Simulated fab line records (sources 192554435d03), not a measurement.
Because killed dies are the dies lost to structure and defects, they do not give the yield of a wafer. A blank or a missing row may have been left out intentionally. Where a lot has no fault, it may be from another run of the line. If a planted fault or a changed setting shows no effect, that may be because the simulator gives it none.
Chamber matching || flow n5_finfet || N5_STI_FIN_REVEAL_ALD_00 on ald_sin-04: 4 sister chambers
The step deposits SiO2, target thk 1 nm, pulse time 1 s. 8 wafers are shown with their chamber, then 11 later ones without.

== EACH WAFER AND ITS CHAMBER ==
{"wafer": "L083.6", "chamber": 1, "heater_power_w (W)": 485, "precursor_pulse_height_rel": 0.974}
{"wafer": "L085.1", "chamber": 1, "heater_power_w (W)": 483, "precursor_pulse_height_rel": 0.978}
{"wafer": "L085.4", "chamber": 0, "heater_power_w (W)": 413, "precursor_pulse_height_rel": 0.977}
{"wafer": "L085.5", "chamber": 3, "heater_power_w (W)": 452, "precursor_pulse_height_rel": 0.992}
{"wafer": "L088.1", "chamber": 2, "heater_power_w (W)": 574, "precursor_pulse_height_rel": 0.960}
{"wafer": "L088.4", "chamber": 3, "heater_power_w (W)": 445, "precursor_pulse_height_rel": 0.964}
{"wafer": "L088.6", "chamber": 0, "heater_power_w (W)": 403, "precursor_pulse_height_rel": 1.048}
{"wafer": "L089.1", "chamber": 2, "heater_power_w (W)": 581, "precursor_pulse_height_rel": 1.014}

== WAFERS MISSING THEIR CHAMBER ==
{"wafer": "L089.2", "heater_power_w (W)": 450, "precursor_pulse_height_rel": 0.968}
{"wafer": "L089.3", "heater_power_w (W)": 401, "precursor_pulse_height_rel": 0.995}
{"wafer": "L089.4", "heater_power_w (W)": 458, "precursor_pulse_height_rel": 0.993}
{"wafer": "L089.5", "heater_power_w (W)": 591, "precursor_pulse_height_rel": 0.995}
{"wafer": "L089.6", "heater_power_w (W)": 403, "precursor_pulse_height_rel": 1.034}
{"wafer": "L092.4", "heater_power_w (W)": 483, "precursor_pulse_height_rel": 0.994}
{"wafer": "L092.5", "heater_power_w (W)": 453, "precursor_pulse_height_rel": 1.001}
{"wafer": "L092.6", "heater_power_w (W)": 588, "precursor_pulse_height_rel": 0.996}
{"wafer": "L094.1", "heater_power_w (W)": 574, "precursor_pulse_height_rel": 0.984}
{"wafer": "L094.4", "heater_power_w (W)": 406, "precursor_pulse_height_rel": 1.005}
{"wafer": "L094.5", "heater_power_w (W)": 473, "precursor_pulse_height_rel": 1.025}

== WHICH CHAMBER EACH WENT THROUGH ==
{"wafer": "L089.2", "from the rows above": 3, "in truth": 3}
{"wafer": "L089.3", "from the rows above": 0, "in truth": 0}
{"wafer": "L089.4", "from the rows above": 3, "in truth": 3}
{"wafer": "L089.5", "from the rows above": 2, "in truth": 2}
{"wafer": "L089.6", "from the rows above": 0, "in truth": 0}
{"wafer": "L092.4", "from the rows above": 1, "in truth": 1}
{"wafer": "L092.5", "from the rows above": 3, "in truth": 3}
{"wafer": "L092.6", "from the rows above": 2, "in truth": 2}
{"wafer": "L094.1", "from the rows above": 2, "in truth": 2}
{"wafer": "L094.4", "from the rows above": 0, "in truth": 0}
{"wafer": "L094.5", "from the rows above": 1, "in truth": 1}
Correctly placed: 11 of 11. Left unplaced by these rows: 0. Wrongly placed: 0.
How it was worked out, from the rows above alone: a wafer's distance from a chamber is the root of the sum, over the readings, of the square of ((its reading less the chamber's mean) divided by the reading's scatter). If the next closest chamber is less than 2 further off than the closest, the wafer can't be placed; otherwise it belongs to the closest. The mean given for a chamber averages the wafers shown for that chamber. The scatter: the root of (the sum of the squares of (reading less its chamber's mean) over the shown wafers, divided by (wafers less chambers)).
